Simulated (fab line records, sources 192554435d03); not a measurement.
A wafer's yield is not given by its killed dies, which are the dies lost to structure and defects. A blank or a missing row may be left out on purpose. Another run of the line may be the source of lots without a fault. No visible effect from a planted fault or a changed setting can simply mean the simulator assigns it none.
fab line records	flow n5-finfet
record lots=5	wafers=14	last-day=16
route steps=1938 shown BEOL_M2@922 BEOL_M3@931 BEOL_M4@1111 PASSIVATION@1936
lots untouched by any fault: they come from a run of this same line in which no faults occurred
start-h: start of the lot's first displayed wafer, in hours after the record's first day	wait-h: hours since the lot's step before	" as in the row above	L1.1+2: one row covering several wafers at once	- no value, or no start was given	* or withheld: withheld	< > ~ a bound
route shown NAME@n: names a module that has steps shown in the file, with the first one's number in the route	usual: mean/standard deviation taken from wafers without a fault	same: alike in all rows	chamber/n: place in a boat	sites: the reading at each site	_std_site: their standard deviation	_edge_site: inner sites' mean taken away from outer sites' mean	radius-mm: for every site, how far away it sits from the centre of the wafer	mask NAME#n: copy n	behind: the most recent tool/chamber to have shaped the wafer	hold: why the lot went on hold/how many hours it stayed there/how the hold came to an end	device: names the non-switching transistor (n, p or np)	end of line: tests of these same wafers at the route's end	a step given without rows: its recipe and nothing more	killed: not the wafer's yield, but the dies lost to structure and defects at the first sort	map: dies across one wafer; x = killed, . = not, _ = none there
set.NAME: the setting as run; set.NAME@STEP: as run at that earlier step	model.NAME: the simulator's own value behind a step, which no gauge read
lots at selected steps of the route; one table per step, one row per wafer
services: a tool's chamber out of use, with start hour (start-h, from the record's first day; less than 0 if before it), hours out, and reason
## steps
# step N5_BEOL_M2_ANNEAL_51
# recipe temp-c=225	time-s=90	ambient=N2
# step N5_BEOL_M2_CMP_52
# recipe stop-on=SiOC	t-overpolish-s=6.8	down-force-psi=1	platen-rpm=50	clearing-platen-down-force-psi=1.5	clearing-platen-rpm=50	post-cmp-clean=cu-alkaline	target-thk-nm=40	clearing-platen-pad-velocity-m-s=0.99484	pad-velocity-m-s=0.99484
# step N5_BEOL_M2_THK_MEAS_53
# recipe thk-meas-gauge=xrf	reads=Cu_of_BEOL_M2_ECD_50
# usual M2_THK=40.8/2
lot.wafer	tool	chamber	start-h	wait-h	M2_THK[nm]
L975.1	film-metro-02	-	145.86	-	42.8
L975.2	"	-	"	"	41.4
L975.3	"	-	"	"	41.2
L979.4	film-metro-02	-	168.79	-	41.9
L979.5	"	-	"	"	38.9
L986.1	film-metro-02	-	214.45	-	43.4
L986.4	"	-	"	"	39.3
L986.5	"	-	"	"	43.6
L994.1	film-metro-02	-	260.28	-	43.7
L994.2	"	-	"	"	38.7
L994.5	"	-	"	"	42.3
L995.1	film-metro-02	-	262.98	-	34.1
L995.3	"	-	"	"	37.3
L995.4	"	-	"	"	41.3
# step N5_BEOL_M2_PRE_CLEAN_60
# recipe gas=NH3/H2	time-s=15	temp-c=*	rf-power-w=300
# step N5_BEOL_M2_CO_CAP_55
# recipe material=Co	target-thk-a=20	temp-c=200	precursor=CCTBA/H2	pressure-torr=30	time-s=102.1
# usual heater-power-w=240/18
lot.wafer	tool	chamber	start-h	wait-h	heater-power-w
L975.1	cvd-co-01	1	145.94	0.0	241
L975.2	"	0	"	"	215
L975.3	"	2	"	"	250
L979.4	cvd-co-01	1	168.96	0.0	243
L979.5	"	0	"	"	220
L986.1	cvd-co-02	0	214.53	0.0	271
L986.4	"	2	"	"	225
L986.5	"	1	"	"	237
L994.1	cvd-co-01	0	260.41	0.0	212
L994.2	"	2	"	"	261
L994.5	"	1	"	"	248
L995.1	cvd-co-02	0	263.06	0.0	274
L995.3	"	2	"	"	225
L995.4	"	1	"	"	228
# step N5_BEOL_M2_PRE_CLEAN_56
# recipe gas=NH3	time-s=15	temp-c=withheld	rf-power-w=300
# step N5_BEOL_M2_DEP_57
# recipe material=SiCN	target-thk-a=80	temp-c=withheld	precursor=3MS/NH3	pressure-torr=3	rf-w=202	time-s=14
# step N5_BEOL_M2_RS_MEAS_58
# recipe thk-meas-gauge=four-point-probe	reads=Co_of_BEOL_M2_CO_CAP_55+Cu_of_BEOL_M2_ECD_50+Co_of_BEOL_M2_CVD_47+TaN_of_BEOL_M2_ALD_84
# usual M2_RS=0.67/0.045
lot.wafer	tool	chamber	start-h	wait-h	M2_RS[ohm/sq]
L975.1	film-metro-02	-	146.15	0.1	0.63
L975.2	"	-	"	"	0.66
L975.3	"	-	"	"	0.66
L979.4	film-metro-02	-	169.11	0.0	0.64
L979.5	"	-	"	"	0.71
L986.1	film-metro-02	-	214.74	0.1	0.62
L986.4	"	-	"	"	0.69
L986.5	"	-	"	"	0.61
L994.1	film-metro-02	-	260.59	0.0	0.61
L994.2	"	-	"	"	0.72
L994.5	"	-	"	"	0.64
L995.1	film-metro-01	-	263.24	0.0	0.85
L995.3	"	-	"	"	0.75
L995.4	"	-	"	"	0.66
# step N5_BEOL_M2_INSPECT_59
# recipe inspect-instrument=darkfield	mode=post-dep
# usual raw-defect-count=72/22
lot.wafer	tool	chamber	start-h	wait-h	raw-defect-count
L975.1	defect-inspect-01	-	146.17	0.0	86
L975.2	"	-	"	"	56
L975.3	"	-	"	"	65
L979.4	defect-inspect-02	-	169.14	0.0	34
L979.5	"	-	"	"	32
L986.1	defect-inspect-01	-	214.77	0.0	59
L986.4	"	-	"	"	72
L986.5	"	-	"	"	73
L994.1	defect-inspect-02	-	260.61	0.0	75
L994.2	"	-	"	"	51
L994.5	"	-	"	"	71
L995.1	defect-inspect-01	-	263.27	0.0	95
L995.3	"	-	"	"	102
L995.4	"	-	"	"	91
# step N5_BEOL_M3_ILD_DEP_00
# recipe material=SiOC	target-thk-a=790	temp-c=350	precursor=DEMS/O2	pressure-torr=5	rf-w=500	time-s=15.3
# usual heater-power-w=460/73	showerhead-plenum-p-Torr=5.693/0.014	throttle-valve-pct=12.3/0.47
lot.wafer	tool	chamber	start-h	wait-h	heater-power-w	showerhead-plenum-p-Torr	throttle-valve-pct
L975.1	pecvd-02	0	146.21	0.0	539	5.697	12.1
L975.2	"	1	"	"	444	5.677	12.3
L975.3	"	2	"	"	463	5.688	12.5
L979.4	pecvd-03	1	169.19	0.1	529	5.677	12.2
L979.5	"	0	"	"	440	5.697	13.2
L986.1	pecvd-01	1	214.81	0.0	586	5.710	12.4
L986.4	"	2	"	"	461	5.695	12.1
L986.5	"	0	"	"	421	5.682	12.5
L994.1	pecvd-01	0	260.65	0.0	451	5.699	12.8
L994.2	"	2	"	"	464	5.706	11.8
L994.5	"	2	"	"	464	5.712	12.2
L995.1	pecvd-03	2	263.31	0.0	414	5.702	11.6
L995.3	"	1	"	"	568	5.680	12.3
L995.4	"	0	"	"	356	5.707	13.1
# step N5_BEOL_M3_THK_MEAS_01
# recipe reads=SiOC_of_BEOL_M3_ILD_DEP_00
# usual M3_ILD_THK=78.7/1.2
lot.wafer	tool	chamber	start-h	wait-h	M3_ILD_THK[nm]
L975.1	film-metro-02	-	146.28	0.0	78.6
L975.2	"	-	"	"	78.0
L975.3	"	-	"	"	79.3
L979.4	film-metro-01	-	169.24	0.0	80.0
L979.5	"	-	"	"	79.2
L986.1	film-metro-01	-	214.87	0.0	76.6
L986.4	"	-	"	"	78.4
L986.5	"	-	"	"	78.4
L994.1	film-metro-02	-	260.72	0.0	78.6
L994.2	"	-	"	"	77.3
L994.5	"	-	"	"	79.8
L995.1	film-metro-01	-	263.37	0.0	76.5
L995.3	"	-	"	"	76.3
L995.4	"	-	"	"	76.7
# step N5_BEOL_M3_PECVD_72
# recipe material=SiO2	target-thk-a=160	temp-c=400	precursor=TEOS/O2	pressure-torr=5.5	rf-w=450	teos-flow-sccm=53.8	gas=O2	flow-sccm=3000	time-s=18
# usual heater-power-w=701/99	showerhead-plenum-p-Torr=8.77/0.054	throttle-valve-pct=22.9/0.93
lot.wafer	tool	chamber	start-h	wait-h	heater-power-w	showerhead-plenum-p-Torr	throttle-valve-pct
L975.1	pecvd-03	2	146.32	0.0	642	8.81	21.6
L975.2	"	0	"	"	637	8.83	24.5
L975.3	"	2	"	"	641	8.79	21.3
L979.4	pecvd-01	0	169.30	0.1	667	8.78	23.8
L979.5	"	1	"	"	783	8.77	23.2
L986.1	pecvd-03	2	214.91	0.0	647	8.76	22.1
L986.4	"	0	"	"	642	8.83	24.3
L986.5	"	1	"	"	803	8.68	22.7
L994.1	pecvd-03	2	260.76	0.0	608	8.80	22.0
L994.2	"	0	"	"	641	8.85	24.6
L994.5	"	1	"	"	763	8.68	22.7
L995.1	pecvd-02	0	263.41	0.0	808	8.83	23.4
L995.3	"	2	"	"	703	8.70	20.7
L995.4	"	2	"	"	704	8.69	20.5
# step N5_BEOL_M3_HM_DEP_02
# recipe material=TiN	target-thk-a=200	temp-c=25	chamber-pressure-pa=0.49996
# usual chamber-pressure-pa=0.4998/0.0011	throttle-valve-pct=29.7/1.1
lot.wafer	tool	chamber	start-h	wait-h	chamber-pressure-pa	throttle-valve-pct
L975.1	pvd-sputter-01	-	147.60	1.3	0.5003	29.3
L975.2	"	-	"	"	0.5015	32.3
L975.3	"	-	"	"	0.5006	28.3
L979.4	pvd-sputter-02	-	171.00	1.7	0.5003	30.2
L979.5	"	-	"	"	0.5005	28.3
L986.1	pvd-sputter-02	-	214.97	0.0	0.5005	29.6
L986.4	"	-	"	"	0.5006	28.2
L986.5	"	-	"	"	0.5001	30.5
L994.1	pvd-sputter-01	-	262.48	1.7	0.5006	28.3
L994.2	"	-	"	"	0.4993	29.3
L994.5	"	-	"	"	0.5001	29.5
L995.1	pvd-sputter-03	-	264.05	0.6	0.5013	28.6
L995.3	"	-	"	"	0.5007	30.5
L995.4	"	-	"	"	0.4999	28.6
# step N5_BEOL_M3_COAT_61
# recipe resist=SOC	temp-c=250	time-s=60	spin-rpm=1500	resist-thk-nm=60
# step N5_BEOL_M3_COAT_62
# recipe resist=SiARC	temp-c=220	time-s=60	spin-rpm=1500	resist-thk-nm=12
# step N5_BEOL_M3_COAT_73
# recipe resist=underlayer	temp-c=205	time-s=60	spin-rpm=1500	resist-thk-nm=5
# step N5_BEOL_M3_COAT_05
# recipe resist=CAR-EUV	spin-rpm=1500	resist-thk-nm=30
# step N5_BEOL_M3_EBR_07
# recipe solvent=PGMEA	ebr-width-mm=1.5
# step N5_BEOL_M3_SOFTBAKE_06
# recipe temp-c=110	time-s=60	resist=CAR-EUV
# step N5_BEOL_M3_EXPOSE_08
# recipe mask-id=M3	na=0.33	source-shape=dipole	sigma-inner=0.369	sigma-outer=0.767	polarization=unpolarized	dose-mj=33
# step N5_BEOL_M3_PEB_09
# recipe peb-temp-c=100	peb-time-s=60	resist=CAR-EUV
# step N5_BEOL_M3_DEVELOP_10
# recipe develop-time-s=30	developer=TMAH	resist=CAR-EUV	rinse-liquid=surfactant-rinse	dry=air-spin	dev-temp-c=23
# step N5_BEOL_M3_CD_MEAS_11
# recipe target-cd-nm=17.05	landing-energy-ev=500	detector=se-inlens	polarity=opening
# usual cd-nm=17.04/0.27
lot.wafer	tool	chamber	start-h	wait-h	cd-nm
L975.1	cd-sem-03	0	148.12	-	16.98
L975.2	"	0	"	"	16.89
L975.3	"	0	"	"	17.05
L979.4	cd-sem-01	0	171.35	-	17.00
L979.5	"	0	"	"	17.46
L986.1	cd-sem-01	0	215.36	-	16.57
L986.4	"	0	"	"	16.68
L986.5	"	0	"	"	16.38
L994.1	cd-sem-01	0	263.00	-	17.32
L994.2	"	0	"	"	17.00
L994.5	"	0	"	"	16.86
L995.1	cd-sem-02	0	264.46	-	16.83
L995.3	"	0	"	"	17.16
L995.4	"	0	"	"	16.65
# step N5_BEOL_M3_OVL_MEAS_12
# recipe points-per-wafer=522
# usual M3_OVL=-0.2/0.67
lot.wafer	tool	chamber	start-h	wait-h	M3_OVL[nm]
L975.1	overlay-02	0	148.15	0.0	0.8
L975.2	"	0	"	"	0.3
L975.3	"	0	"	"	-0.8
L979.4	overlay-02	0	171.39	0.0	-0.7
L979.5	"	0	"	"	-0.3
L986.1	overlay-01	0	215.39	0.0	0.0
L986.4	"	0	"	"	0.2
L986.5	"	0	"	"	0.7
L994.1	overlay-01	0	263.03	0.0	-0.5
L994.2	"	0	"	"	0.2
L994.5	"	0	"	"	0.0
L995.1	overlay-01	0	264.50	0.0	-1.3
L995.3	"	0	"	"	-1.0
L995.4	"	0	"	"	-1.3
# step N5_BEOL_M3_INSPECT_13
# recipe mode=adi	inspect-instrument=brightfield
# usual raw-defect-count=396/91
lot.wafer	tool	chamber	start-h	wait-h	raw-defect-count
L975.1	defect-inspect-02	-	148.21	0.1	403
L975.2	"	-	"	"	461
L975.3	"	-	"	"	383
L979.4	defect-inspect-01	-	171.43	0.0	282
L979.5	"	-	"	"	280
L986.1	defect-inspect-01	-	215.44	0.1	558
L986.4	"	-	"	"	596
L986.5	"	-	"	"	424
L994.1	defect-inspect-01	-	263.08	0.1	809
L994.2	"	-	"	"	627
L994.5	"	-	"	"	699
L995.1	defect-inspect-02	-	264.56	0.1	507
L995.3	"	-	"	"	399
L995.4	"	-	"	"	493
# step N5_BEOL_M3_DESCUM_16
# recipe chemistry=O2	time-s=7	source-power-w=50	bias-power-w=20	pressure-mtorr=20	rf-frequency-hz=2.712e+07	temp-c=40	resist=CAR-EUV	o2-flow-sccm=225
# usual drypump-motor-current-A=5.5/0.59	oes-product-au=0.78/0.079	rf-vpp-V=243.0/1.7	showerhead-plenum-p-Torr=2.07/0.089	throttle-valve-pct=20.51/0.25
lot.wafer	tool	chamber	start-h	wait-h	drypump-motor-current-A	oes-product-au	rf-hours-counter-h	rf-vpp-V	showerhead-plenum-p-Torr	throttle-valve-pct
L975.1	rie-diel-02	1	148.24	0.0	5.4	0.71	220	243.4	2.08	20.95
L975.2	"	3	"	"	6.0	0.67	247	243.7	2.14	20.46
L975.3	"	0	"	"	5.7	0.76	131	239.4	1.94	20.72
L979.4	rie-diel-03	2	171.46	0.0	5.3	0.88	40	243.1	2.05	20.55
L979.5	"	0	"	"	5.9	0.68	-	243.6	2.18	20.43
L986.1	rie-diel-02	3	215.56	0.1	6.0	0.95	12	244.9	2.13	20.06
L986.4	"	2	"	"	5.6	0.82	86	241.6	2.02	20.44
L986.5	"	0	"	"	5.7	0.73	-	241.3	1.94	20.75
L994.1	rie-diel-06	0	263.17	0.1	6.2	0.69	245	241.6	1.96	20.82
L994.2	"	1	"	"	5.4	0.75	123	243.9	2.18	20.22
L994.5	"	0	"	"	6.2	0.69	-	242.5	1.96	20.84
L995.1	rie-diel-06	3	264.59	0.0	4.7	0.81	119	243.3	2.10	20.49
L995.3	"	1	"	"	5.4	0.77	124	245.9	2.17	20.24
L995.4	"	3	"	"	4.8	0.81	-	244.2	2.10	20.47
# step N5_BEOL_M3_ETCH_74
# recipe chemistry=N2/H2	target=underlayer	target-depth-a=65	mask-material=CAR-EUV	time-s=5.2	ion-energy-ev=200	pressure-mtorr=30	source-w=840	bias-w=150	n2-flow-sccm=200	h2-flow-sccm=200	ends=cleared
# usual drypump-motor-current-A=5.5/0.58	etch-rf-on-time-s=5.27/0.18	oes-product-au=0.66/0.064	rf-vpp-V=523/3.4	showerhead-plenum-p-Torr=2.52/0.1	throttle-valve-pct=17.9/0.31
lot.wafer	tool	chamber	start-h	wait-h	drypump-motor-current-A	etch-rf-on-time-s	oes-product-au	rf-hours-counter-h	rf-vpp-V	showerhead-plenum-p-Torr	throttle-valve-pct
L975.1	rie-diel-02	1	148.28	0.0	5.5	5.32	0.59	220	525	2.50	18.2
L975.2	"	3	"	"	6.0	5.73	0.56	247	528	2.62	18.0
L975.3	"	0	"	"	5.7	5.31	0.63	131	519	2.36	18.3
L979.4	rie-diel-03	2	171.50	0.0	5.3	5.42	0.71	40	524	2.48	17.8
L979.5	"	0	"	"	5.9	5.43	0.58	-	527	2.63	17.8
L986.1	rie-diel-02	3	215.59	0.0	6.0	5.54	0.79	12	526	2.62	17.5
L986.4	"	2	"	"	5.7	5.38	0.70	86	523	2.45	17.8
L986.5	"	0	"	"	5.7	5.31	0.63	-	517	2.36	18.3
L994.1	rie-diel-06	0	263.20	0.0	6.2	5.22	0.60	245	518	2.42	18.4
L994.2	"	1	"	"	5.4	5.01	0.67	123	528	2.64	17.5
L994.5	"	0	"	"	6.2	5.20	0.59	-	521	2.42	18.4
L995.1	rie-diel-06	3	264.62	0.0	4.7	5.02	0.69	119	524	2.54	17.8
L995.3	"	1	"	"	5.3	5.07	0.67	124	526	2.63	17.5
L995.4	"	3	"	"	4.7	5.07	0.69	-	523	2.54	17.8
# step N5_BEOL_M3_ETCH_63
# recipe chemistry=CF4	target=SiARC	target-depth-a=156	mask-material=CAR-EUV	time-s=26	ion-energy-ev=80	pressure-mtorr=40	source-w=545	bias-w=36	Ar_flow_sccm=100	cf4-flow-sccm=100	ends=cleared
# step N5_BEOL_M3_ETCH_64
# recipe chemistry=N2/H2	target=SOC	target-depth-a=750	overetch-a=150	mask-material=SiARC	temp-c=40	time-s=112.5	ion-energy-ev=200	pressure-mtorr=30	source-w=840	bias-w=150	n2-flow-sccm=200	h2-flow-sccm=200
# step N5_BEOL_M3_STRIP_65
# recipe chemistry=N2/H2	temp-c=40	n2-flow-sccm=200	h2-flow-sccm=200	rf-frequency-hz=6e+07
# step N5_BEOL_M3_STRIP_75
# recipe chemistry=N2/H2	temp-c=40	n2-flow-sccm=200	h2-flow-sccm=200	rf-frequency-hz=6e+07
# step N5_BEOL_M3_STRIP_66
# recipe chemistry=CF4	resist=SiARC	power-w=300	bias-power-w=75	pressure-mtorr=50	cf4-flow-sccm=150	rf-frequency-hz=6e+07
# step N5_BEOL_M3_HM_OPEN_17
# recipe chemistry=Cl2/BCl3	target-depth-a=200	overetch-a=60	target=TiN	mask-material=SOC	ion-energy-ev=150	pressure-mtorr=10	icp-w=1000	bias-w=126	Cl2_flow_sccm=53.25	bcl3-flow-sccm=21.75	Ar_flow_sccm=25
# step N5_BEOL_M3_STRIP_19
# recipe chemistry=O2	power-w=400	temp-c=40	pressure-mtorr=30	rf-frequency-hz=6e+07	bias-power-w=0	overash-fraction=0.2	o2-flow-sccm=225
# step N5_BEOL_M3_CD_MEAS_18
# recipe pitch-nm=36	target-cd-nm=18
# usual cd-nm=17.9/0.43
lot.wafer	tool	chamber	start-h	wait-h	cd-nm
L975.1	cd-sem-02	-	148.67	0.0	18.0
L975.2	"	-	"	"	17.7
L975.3	"	-	"	"	17.5
L979.4	cd-sem-02	-	171.90	0.1	17.6
L979.5	"	-	"	"	17.6
L986.1	cd-sem-02	-	215.99	0.0	17.0
L986.4	"	-	"	"	17.4
L986.5	"	-	"	"	17.1
L994.1	cd-sem-01	-	263.60	0.0	17.5
L994.2	"	-	"	"	18.1
L994.5	"	-	"	"	17.6
L995.1	cd-sem-02	-	265.11	0.0	18.3
L995.3	"	-	"	"	18.4
L995.4	"	-	"	"	17.6
# step N5_BEOL_M3_COAT_67
# recipe resist=SOC	temp-c=250	time-s=60	spin-rpm=1500	resist-thk-nm=60
# step N5_BEOL_M3_COAT_68
# recipe resist=SiARC	temp-c=220	time-s=60	spin-rpm=1500	resist-thk-nm=12
# step N5_BEOL_M3_COAT_76
# recipe resist=underlayer	temp-c=205	time-s=60	spin-rpm=1500	resist-thk-nm=5
# step N5_BEOL_M3_COAT_22
# recipe resist=CAR-EUV	spin-rpm=1500	resist-thk-nm=30
# step N5_BEOL_M3_EBR_24
# recipe solvent=PGMEA	ebr-width-mm=1.5
# step N5_BEOL_M3_SOFTBAKE_23
# recipe temp-c=110	time-s=60	resist=CAR-EUV
# step N5_BEOL_M3_EXPOSE_25
# recipe mask-id=V2	na=0.33	source-shape=quasar	sigma-inner=0.2	sigma-outer=0.8	polarization=unpolarized	defocus-nm=5	dose-mj=63
# step N5_BEOL_M3_INSPECT_30
# recipe mode=adi	inspect-instrument=brightfield
# usual raw-defect-count=401/93
lot.wafer	tool	chamber	start-h	wait-h	raw-defect-count
L975.1	defect-inspect-01	-	149.20	0.1	448
L975.2	"	-	"	"	509
L975.3	"	-	"	"	408
L979.4	defect-inspect-02	-	172.31	0.0	215
L979.5	"	-	"	"	277
L986.1	defect-inspect-01	-	216.42	0.1	589
L986.4	"	-	"	"	642
L986.5	"	-	"	"	455
L994.1	defect-inspect-02	-	264.14	0.1	755
L994.2	"	-	"	"	623
L994.5	"	-	"	"	658
L995.1	defect-inspect-01	-	265.52	0.1	520
L995.3	"	-	"	"	403
L995.4	"	-	"	"	549
# step N5_BEOL_M4_RC_MEAS_101
# usual DIBL_N=36.0/1.9	DIBL_P=35.6/2.4	IOFF_N=0.16/0.036	IOFF_P=0.21/0.04	ION_N=673/14	ION_P=460/8.9	SS_N=71.5/0.67	SS_P=73.2/0.73	VT_N=249/3.6	VT_P=-250/3.7
lot.wafer	tool	chamber	start-h	wait-h	DIBL_N[mV/V]	DIBL_P[mV/V]	IOFF_N[nA/um]	IOFF_P[nA/um]	ION_N[uA/um]	ION_P[uA/um]	SS_N[mV/dec]	SS_P[mV/dec]	VT_N[mV]	VT_P[mV]
L975.1	prober-02	0	168.91	0.0	34.5	34.3	0.14	0.15	677	453	71.4	72.0	254	-255
L975.2	"	0	"	"	38.4	38.8	0.20	0.21	669	453	72.6	73.2	248	-252
L975.3	"	0	"	"	35.8	36.4	0.15	0.17	676	452	70.8	72.6	250	-255
L979.4	prober-01	0	190.68	0.5	38.9	40.3	0.21	0.29	679	467	71.8	74.3	248	-247
L979.5	"	0	"	"	34.7	35.3	0.13	0.20	659	461	71.0	73.6	251	-250
L986.1	prober-01	0	231.31	0.0	37.0	35.3	0.18	0.20	693	472	72.2	73.9	249	-252
L986.4	"	0	"	"	36.9	35.9	0.17	0.20	680	462	71.3	73.5	250	-252
L986.5	"	0	"	"	35.8	33.9	0.14	0.17	663	448	70.5	73.6	250	-255
L995.1	prober-01	0	285.97	0.0	36.7	37.9	0.17	0.29	676	471	72.1	74.1	250	-244
L995.3	"	0	"	"	32.8	32.8	0.11	0.19	663	462	70.8	72.7	256	-245
L995.4	"	0	"	"	34.6	34.6	0.14	0.21	665	462	71.0	73.4	250	-245
L994.1	prober-01	0	288.00	0.0	38.6	38.6	0.20	0.25	669	457	72.2	73.6	247	-252
L994.2	"	0	"	"	36.1	35.9	0.17	0.23	679	469	70.7	73.7	248	-250
L994.5	"	0	"	"	34.1	33.5	0.12	0.19	661	458	71.2	72.7	251	-253
# step N5_PASSIVATION_PROBE_49
# usual defect-limited-yield=91.2/1.4	killed_at_M0_to_M3=32/9.3	killed_at_M4_up=14/4.9	killed-at-contacts=15/7.5	killed-at-front-end=40/11	killed-at-other=4/3.3	killed-dies=104/17	killed-on-rim=13/4.2	killed-open=68/14	killed-short=33/7.9	sort_bin_5_function=5.2/0.99	sort_bin_6_memory=3.2/0.65	sort_bin_8_speed=0.03/0.19	sort-n-pass=1076/17	sort-yield-pct=91.1/1.5
# same gross-dies=1180	killed-at-back-side=0	sort_bin_4_leakage[%]=0
lot.wafer	tool	chamber	start-h	wait-h	defect-limited-yield[%]	killed_at_M0_to_M3	killed_at_M4_up	killed-at-contacts	killed-at-front-end	killed-at-other	killed-dies	killed-on-rim	killed-open	killed-short	sort_bin_5_function[%]	sort_bin_6_memory[%]	sort_bin_8_speed[%]	sort-n-pass	sort-yield-pct[%]
L986.1	prober-01	-	324.06	0.0	90.7	32	23	7	45	3	110	14	73	28	5.7	3.0	0.08	1070	90.7
L986.4	prober-01	-	324.21	0.2	90.3	22	23	14	53	2	114	16	73	40	6.3	3.0	0	1066	90.3
L986.5	prober-01	-	324.26	0.2	90.0	36	9	12	61	0	118	15	78	39	6.2	3.3	0	1062	90.0
L995.1	prober-02	-	384.63	0.0	92.8	34	5	12	30	4	85	15	61	24	3.8	3.2	0	1095	92.8
L995.3	prober-02	-	384.73	0.1	93.2	24	13	7	30	6	80	12	53	22	4.2	2.3	0	1100	93.2
L995.4	prober-02	-	384.78	0.2	92.3	19	23	14	27	8	91	16	59	23	5.5	1.9	0	1089	92.3
# killed by level:class
L986.1 BEOL_M4:geometric-particle:open=14 STI_FIN_REVEAL:geometric-particle:open=9 BEOL_M3:geometric-particle:open=8 FIN_SAQP:geometric-particle:short=7 MOL_CONTACT_COAG:geometric-particle:open=7 FIN_SAQP:geometric-particle:open=6 BEOL_M0_SAQP:geometric-particle:short=6 GATE_CUT:geometric-particle:short=5
L986.4 FIN_SAQP:geometric-particle:short=18 FIN_SAQP:geometric-particle:open=12 MOL_CONTACT_COAG:geometric-particle:open=12 BEOL_M4:geometric-particle:open=11 BEOL_M3:geometric-particle:open=8 BEOL_M4:geometric-particle:short=5 BEOL_M2:geometric-particle:open=4 STI_FIN_REVEAL:geometric-particle:short=3
L986.5 FIN_SAQP:geometric-particle:open=12 MOL_CONTACT_COAG:geometric-particle:open=9 BEOL_M0_SAQP:geometric-particle:open=9 FIN_SAQP:geometric-particle:short=7 BEOL_M0:geometric-particle:open=7 SPACER0:geometric-particle:open=6 STI_FIN_REVEAL:geometric-particle:open=6 SPACER0:geometric-particle:short=6
L995.1 BEOL_M0_SAQP:geometric-particle:open=11 MOL_CONTACT_COAG:geometric-particle:open=9 FIN_SAQP:geometric-particle:open=8 BEOL_M0_SAQP:geometric-particle:short=7 BEOL_M2:geometric-particle:open=5 STARTING-WAFER:geometric-particle:open=5 STI_FIN_REVEAL:geometric-particle:open=4 BEOL_M0:geometric-particle:open=4
L995.3 FIN_SAQP:geometric-particle:open=9 BEOL_M3:geometric-particle:open=7 BEOL_M4:geometric-particle:open=6 DUMMY_GATE:geometric-particle:open=5 MOL_CONTACT_COAG:geometric-particle:short=4 BEOL_M0_SAQP:geometric-particle:short=4 BEOL_M1:geometric-particle:open=4 PASSIVATION:area-etch=4
L995.4 MOL_CONTACT_COAG:geometric-particle:open=13 BEOL_M4:geometric-particle:open=12 BEOL_M3:geometric-particle:open=7 PASSIVATION:area-etch=7 STI_FIN_REVEAL:geometric-particle:open=6 STARTING-WAFER:geometric-particle:short=5 BEOL_M8:geometric-particle:open=4 BEOL_M1:geometric-particle:open=4
## services
tool	chamber	start-h	hours	kind
pecvd-01	2	126.20	21.6	repair
pecvd-03	1	146.17	2.1	scheduled-down
pecvd-03	-	150.42	1.3	repair
rie-diel-02	3	159.07	-	clean
rie-diel-02	3	159.07	-	consumable-replace:focus-ring
rie-diel-02	3	159.07	16.3	scheduled-down
rie-diel-02	3	159.07	16.3	vent-cycle
rie-diel-06	0	163.38	9.6	repair
cvd-co-02	2	167.15	5.6	repair
pecvd-01	-	177.10	1.7	repair
pecvd-03	2	194.62	2.1	scheduled-down
pecvd-02	2	202.38	-	clean
pecvd-02	2	202.38	-	consumable-replace:showerhead
cvd-co-01	-	220.05	1.5	repair
pecvd-03	0	235.17	7.8	repair
pecvd-02	-	236.17	23.9	repair
rie-diel-02	1	245.26	-	clean
rie-diel-02	1	245.26	-	consumable-replace:focus-ring
rie-diel-02	1	245.26	17.8	scheduled-down
rie-diel-02	1	245.26	17.8	vent-cycle
rie-diel-06	2	262.16	-	clean
rie-diel-06	2	262.16	-	consumable-replace:focus-ring
rie-diel-06	2	262.16	25.1	scheduled-down
rie-diel-06	2	262.16	25.1	vent-cycle
## key
first-sign step=N5_BEOL_M3_INSPECT_13	reading=raw-defect-count	direction=up	sigmas=3.5	usual=396	struck=712
effect step=N5_BEOL_M3_INSPECT_30	reading=raw-defect-count	direction=up	sigmas=3	usual=401	struck=679
met-at N5_BEOL_M3_HM_DEP_02
struck-wafers L994.1,L994.2,L994.5
rows-end L994.1,L994.2,L994.5
onset-between 147.60 262.48
also-fits N5_BEOL_M2_CO_CAP_55:cvd-co-01,N5_BEOL_M3_ILD_DEP_00:pecvd-01,N5_BEOL_M3_PECVD_72:pecvd-03
fault kind=chamber-particle-source	tool=pvd-sputter-01	chamber=-	onset-h=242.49	steps=N5_BEOL_M3_HM_DEP_02	rate-per-visit-cm2=0.46227
# rows-end: these wafers met a further fault down the route, and their rows from its step on are left out
